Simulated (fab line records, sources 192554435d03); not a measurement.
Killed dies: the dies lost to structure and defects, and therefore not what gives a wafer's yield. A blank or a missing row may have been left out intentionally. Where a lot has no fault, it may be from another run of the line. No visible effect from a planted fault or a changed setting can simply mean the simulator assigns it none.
Struck lot and sound lot, side by side ; flow n5-finfet ; 35 out of 1938 route steps
Sound: wafers L515.1, L515.3, L515.6. Struck: wafer L524.2 (left out: L524.1, L524.4 of the same lot, which were not struck); the cause appears at the end.
Each step with rows lists, per side, the tool, then ch with its chambers, then its first start. Under that, the readings that differ: sound wafers ; struck wafers ; difference of the means ; sigmas: that difference in standard deviations of wafers without a fault.
alike: readings with means less than 2 such deviations apart, plus words and numbers identical on both sides. not compared: withheld readings, readings lacking a value on some wafer, bounds such as >300 that could conceal the same value, and numbers that have no deviation in the record and whose values overlap.
Wherever a step has rows on one side only, a row that says differs or no value, or a row with sigmas, the two part there. Numbers that don't overlap but have no deviation are shown without sigmas and don't part them. Lack of a reading on every wafer of one side parts them only where that side has two or more wafers.

first, 12 steps without rows for these wafers: N5_SD_EPI_P_ETCH_37 (etches SOC in N2/H2, overetch 108 nm, time 486 s); N5_SD_EPI_P_STRIP_38 (strips in N2/H2); N5_SD_EPI_P_ETCHBACK_46 (etches SiNx in CH3F/O2, stops on SiO2, target depth 17.5 nm); N5_SD_EPI_P_ETCH_47 (etches SiOCN in CH3F/O2, target depth 25 nm); N5_SD_EPI_P_ETCH_16 (etches SiO2 in CHF3/O2, target depth 5 nm); N5_SD_EPI_P_STRIP_50 (strips in CHF3/O2); N5_SD_EPI_P_SD_RECESS_17 (chemistry HBr/Cl2/O2, target depth 39.1 nm, bt time 3 s); N5_SD_EPI_P_WET_ETCH_45 (etches SiO2 in dHF, time 10.7 s, target depth 2 nm, rinse time 30 s); N5_SD_EPI_P_STRIP_40 (strips in N2/H2); N5_SD_EPI_P_PRECLEAN_52 (cleans in O3/DIW, time 60 s); N5_SD_EPI_P_SRD_20 (time 30 s); N5_SD_EPI_P_PRECLEAN_51 (cleans in NF3:NH3, afs cycles 1, time 20 s, sublimation time 60 s).
N5_SD_EPI_P_VAPOR_ETCH_44: etches SiGe30 in NF3/Ar, time 3.3 s.
  sound on epi-rpcvd-04 ch 0, day 4 14:41; struck on epi-rpcvd-04 ch 0, day 6 20:17
then, 20 steps without rows for these wafers: N5_SD_EPI_P_EPI_21 (deposits SiGe:B, time 355 s); N5_SD_EPI_P_HM_STRIP_48 (strips SiNx in H3PO4, material SiNx, target depth 3 nm); N5_SD_EPI_P_SRD_49 (time 30 s); N5_SD_EPI_P_PRECLEAN_24 (cleans in O3/DIW, time 45 s); N5_SD_EPI_P_PRECLEAN_32 (cleans in dHF, time 10 s); N5_SD_EPI_P_PRECLEAN_33 (cleans in SC2, time 45 s); N5_SD_EPI_P_SRD_25 (time 30 s); N5_SD_ACTIVATION_RTA_00 (time 0 s); N5_SD_ACTIVATION_LSA_01 (time 0.0008 s); N5_ILD0_LINER_00 (material SiNx, target thk 4 nm, pulse time 1 s, purge time 2 s); N5_ILD0_FCVD_FILL_01 (material SiO2 flowable, target thk 200 nm, time 328.3 s); N5_ILD0_CURE_02 (time 1800 s); N5_ILD0_CMP_03 (polishes, stops on SiNx, t overpolish 1.9 s, target thk 197.38 nm); N5_ILD0_CMP_07 (polishes SiO2 flowable, stops on poly-Si, t overpolish 1.18 s, target thk 138.88 nm); N5_ILD0_PRECLEAN_10 (cleans in NF3:NH3, afs cycles 5, time 20 s, sublimation time 60 s); N5_ILD0_ALD_15 (deposits SiNx, target thk 24 nm, pulse time 1 s, ald cycles 480); N5_ILD0_CMP_12 (polishes SiNx, stops on poly-Si, t overpolish 6 s, target thk 17.67 nm); N5_SDB_HM_DEP_00 (deposits SiNx from SiH4/NH3/N2, target thk 40 nm, time 35.3 s); N5_SDB_COAT_03 (time 60 s, resist thk 100 nm); N5_SDB_COAT_04 (time 60 s, resist thk 18 nm).
-- the record jumps here: 5 days lie between the struck wafers' starts before and after (it left off in module SDB and takes up again in module BEOL_M4, whose first step shown is number 1111 of the route) --
N5_BEOL_M4_RC_MEAS_101:
  sound on prober-02 ch 0, day 9 02:07; struck on prober-02 ch 0, day 12 03:46
reading;sound;struck;difference;sigmas
DIBL_N (mV/V);37.6 36.3 37.0;33.3;-3.7;-2
DIBL_P (mV/V);38.5 36.9 36.8;27.7;-9.7;-5
IOFF_N (nA/um);0.199 0.172 0.174;0.116;-0.066;-2
IOFF_P (nA/um);0.21 0.19 0.18;0.07;-0.12;-3
IOFF_P_85C (nA/um);3.6 3.3 3.2;1.4;-2.0;-4
IOFF_P_LIN (nA/um);0.093 0.090 0.085;0.040;-0.049;-4
ION_P (uA/um);449 458 445;409;-42;-5
REXT_P (ohm.um);97.7 98.2 98.1;136.0;+38.0;+16
SS_N (mV/dec);72.6 71.5 72.3;70.2;-1.9;-3
SS_P (mV/dec);74.2 73.6 74.1;70.7;-3.3;-5
VT_P (mV);-252 -254 -255;-269;-15;-5
VT_P_LVT (mV);-99 -100 -101;-118;-18;-6
  alike: ION_N, VT_N
-- the record jumps here: 4 days lie between the struck wafers' starts before and after (it left off in module BEOL_M4 and takes up again in module PASSIVATION, whose first step shown is number 1936 of the route) --
N5_PASSIVATION_PROBE_49:
  sound on prober-01 at day 13 17:48; struck on prober-01 at day 16 05:06
reading;sound;struck;difference;sigmas
killed_at_M4_up;22 26 23;8;-16;-3
sort_bin_8_speed (%);0 0 0;91.78;+91.78;+99 or more
sort-n-pass;1080 1079 1079;1;-1078;-63
sort-yield-pct (%);91.5 91.4 91.4;0.1;-91.3;-65
  alike: defect-limited-yield, killed_at_M0_to_M3, killed-at-contacts, killed-at-front-end, killed-at-other, killed-dies, killed-open, killed-short, sort_bin_5_function, sort_bin_6_memory

== WHERE THEY PART ==
At N5_BEOL_M4_RC_MEAS_101 first; at N5_PASSIVATION_PROBE_49 last (within this record only).

WHY: what the simulator had put in
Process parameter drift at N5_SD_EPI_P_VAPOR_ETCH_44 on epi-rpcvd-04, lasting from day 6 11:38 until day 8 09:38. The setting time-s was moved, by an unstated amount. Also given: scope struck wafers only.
